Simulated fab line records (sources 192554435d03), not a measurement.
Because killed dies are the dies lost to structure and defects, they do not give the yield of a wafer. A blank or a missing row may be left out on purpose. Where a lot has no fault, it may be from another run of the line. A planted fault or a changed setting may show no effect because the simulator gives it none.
Matching of chambers :: flow n5Finfet :: N5_BEOL_M0_SAQP_ETCH_106 on rieDiel-03: 4 sister chambers
The step etches SOC in N2/H2, stops on SiNx, target depth 150 nm. 4 wafers are shown with their chamber, then 8 later ones without.

WAFERS, EACH WITH ITS CHAMBER
wafer: L086.1
chamber: 2
drypumpMotorCurrentA (A): 5.3

wafer: L086.3
chamber: 1
drypumpMotorCurrentA (A): 6.5

wafer: L086.4
chamber: 3
drypumpMotorCurrentA (A): 5.3

wafer: L087.2
chamber: 0
drypumpMotorCurrentA (A): 5.9

WAFERS WHOSE CHAMBER IS MISSING
wafer: L087.3
drypumpMotorCurrentA (A): 5.3

wafer: L087.5
drypumpMotorCurrentA (A): 5.3

wafer: L095.1
drypumpMotorCurrentA (A): 6.5

wafer: L095.2
drypumpMotorCurrentA (A): 5.3

wafer: L095.4
drypumpMotorCurrentA (A): 6.5

wafer: L096.4
drypumpMotorCurrentA (A): 6.4

wafer: L096.5
drypumpMotorCurrentA (A): 5.3

wafer: L096.6
drypumpMotorCurrentA (A): 5.3

WHICH CHAMBER EACH WENT THROUGH
wafer: L087.3
from the rows above: can't be placed: 2 or 3
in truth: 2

wafer: L087.5
from the rows above: can't be placed: 2 or 3
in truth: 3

wafer: L095.1
from the rows above: 1
in truth: 1

wafer: L095.2
from the rows above: can't be placed: 2 or 3
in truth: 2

wafer: L095.4
from the rows above: 1
in truth: 1

wafer: L096.4
from the rows above: 1
in truth: 1

wafer: L096.5
from the rows above: can't be placed: 2 or 3
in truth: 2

wafer: L096.6
from the rows above: can't be placed: 2 or 3
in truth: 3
Placed correctly: 3 of 8. These rows do not allow placing 5 (true chamber among the candidates in 5). Wrongly placed: 0.
How it was worked out, from the rows above alone: a wafer's distance from a chamber is the root of the sum, over the readings, of the square of ((its reading less the chamber's mean) divided by the reading's scatter). The wafer belongs to the nearest chamber; if the next one is less than 2 further off, it can't be placed. A chamber's mean is the mean of its shown wafers. The scatter: with one shown wafer a chamber, the root of the mean of the squares of how far each hidden wafer lies from its nearest shown one.
